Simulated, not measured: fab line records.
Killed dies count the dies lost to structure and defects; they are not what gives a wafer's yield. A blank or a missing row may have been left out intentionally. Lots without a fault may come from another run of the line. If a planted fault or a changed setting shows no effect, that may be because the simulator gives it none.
One fault through the eyes of 3 desks + flow n5Finfet + numbers are kept per desk, each desk with only its own; the story behind them comes last

== THE DEFECT DESK ==
Counts from the inspections along the route, per lot, as means over the sampled wafers that have a number. A lot is out of limits, marked OUT, if its mean lies more than 4 standard deviations from the usual mean; the brackets give that distance.
Columns: A = rawDefectCount at N5_HKMG_FIN_INSPECT_28, usual 39
| lot  | first seen here | A  |
|------|-----------------|----|
| L399 | day 4 10:05     | 28 |
| L400 | day 4 13:37     | 77 |
| L401 | day 4 21:22     | 64 |
| L402 | day 5 04:02     | 52 |
| L403 | day 5 05:44     | 30 |
| L407 | day 6 10:52     | 34 |
| L410 | day 7 04:08     | 26 |
| L412 | day 7 16:05     | 50 |
| L415 | day 8 10:07     | 37 |
| L416 | day 8 12:33     | 32 |
| L417 | day 8 19:28     | 44 |
| L418 | day 9 01:59     | 25 |
| L421 | day 9 20:58     | 52 |
This desk's verdict: no lot among the 13 shows anything out of limits.

== FROM THE METROLOGY DESK ==
What the gauges read, lot by lot, whatever tool the lot ran on: means of the sampled wafers that have a number. A lot is out of limits, marked OUT, if its mean lies more than 4 standard deviations from the usual mean; the brackets give that distance. Of its 11 readings 7 are shown: those that lie furthest out on some lot.
Columns: A = cdNm at N5_GATE_CUT_CD_MEAS_13, usual 19.89 nm; B = DIBL_N at N5_BEOL_M4_RC_MEAS_101, usual 36.5 mV/V; C = IOFF_N at N5_BEOL_M4_RC_MEAS_101, usual 0.17 nA/um; D = ION_P at N5_BEOL_M4_RC_MEAS_101, usual 462 uA/um; E = SS_N at N5_BEOL_M4_RC_MEAS_101, usual 71.7 mV/dec; F = VT_N at N5_BEOL_M4_RC_MEAS_101, usual 249 mV; G = VT_P at N5_BEOL_M4_RC_MEAS_101, usual -251 mV
| lot  | first seen here | A     | B    | C    | D   | E    | F   | G    |
|------|-----------------|-------|------|------|-----|------|-----|------|
| L399 | day 4 14:11     | 19.96 | 37.3 | 0.19 | 464 | 72.4 | 246 | -250 |
| L400 | day 4 17:19     | 19.69 | 38.0 | 0.18 | 460 | 71.4 | 247 | -250 |
| L401 | day 5 00:59     | 20.12 | 39.4 | 0.22 | 463 | 72.2 | 246 | -252 |
| L402 | day 5 07:44     | 20.09 | 34.1 | 0.15 | 468 | 71.2 | 251 | -250 |
| L403 | day 5 10:05     | 19.92 | 34.3 | 0.15 | 468 | 70.7 | 250 | -248 |
| L407 | day 6 14:46     | 19.72 | 35.8 | 0.13 | 456 | 71.0 | 254 | -256 |
| L410 | day 7 08:29     | 20.02 | 35.4 | 0.12 | 454 | 71.3 | 255 | -253 |
| L412 | day 7 19:40     | 19.14 | 37.8 | 0.17 | 450 | 72.3 | 251 | -255 |
| L415 | day 8 13:49     | 20.21 | 37.4 | 0.16 | 461 | 71.8 | 250 | -251 |
| L416 | day 8 16:20     | 19.94 | 36.3 | 0.17 | 466 | 71.5 | 248 | -251 |
| L417 | day 8 23:04     | 19.79 | 34.2 | 0.14 | 458 | 71.9 | 251 | -253 |
| L418 | day 9 05:34     | 19.81 | 35.8 | 0.17 | 465 | 72.0 | 249 | -253 |
| L421 | day 10 00:59    | 20.13 | 35.9 | 0.17 | 460 | 71.5 | 247 | -252 |
This desk's verdict: no lot among the 13 shows anything out of limits.

== DESK OF THE TOOL OWNER: euvScanner-02 ==
The tool's own readings at N5_GATE_CUT_EXPOSE_10 (exposes mask GATE CUT, target cd 20 nm): means of the sampled wafers that have a number, for each lot that ran on this tool. A lot is out of limits, marked OUT, if its mean lies more than 4 standard deviations from the usual mean; the brackets give that distance.
Columns: A = exposureDoseMJCm2 at N5_GATE_CUT_EXPOSE_10, usual 43.29
| lot  | first seen here | A                |
|------|-----------------|------------------|
| L400 | day 4 17:11     | 43.36            |
| L401 | day 5 00:52     | 43.36            |
| L402 | day 5 07:37     | 43.36            |
| L403 | day 5 09:58     | 43.34            |
| L410 | day 7 08:21     | 43.35            |
| L412 | day 7 19:31     | 44.15 (+8.6) OUT |
Finding of this desk: L412 out of limits; the first was L412 at day 7 19:31, on exposureDoseMJCm2 at N5_GATE_CUT_EXPOSE_10. In limits: L400, L401, L402, L403, L410.

== BROUGHT TOGETHER ==
At day 7 19:31, on L412, the tool owner's desk was in a position to raise an alarm.
The defect desk saw nothing out of limits.
Metrology desk: nothing out of limits seen.
The defect desk has L412 on record, within its limits.
The metrology desk holds a record of L412, inside its limits.
All the named lots went through N5_GATE_CUT_EXPOSE_10 on euvScanner-02.

== WHAT HAD BEEN PUT IN BY THE SIMULATOR ==
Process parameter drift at N5_GATE_CUT_EXPOSE_10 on euvScanner-02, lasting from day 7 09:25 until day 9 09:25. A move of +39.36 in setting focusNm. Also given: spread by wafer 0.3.
Lots struck among those shown: L412.
How many hours passed from the start of the fault until each desk's first out-of-limits reading: the tool owner's desk, 10.
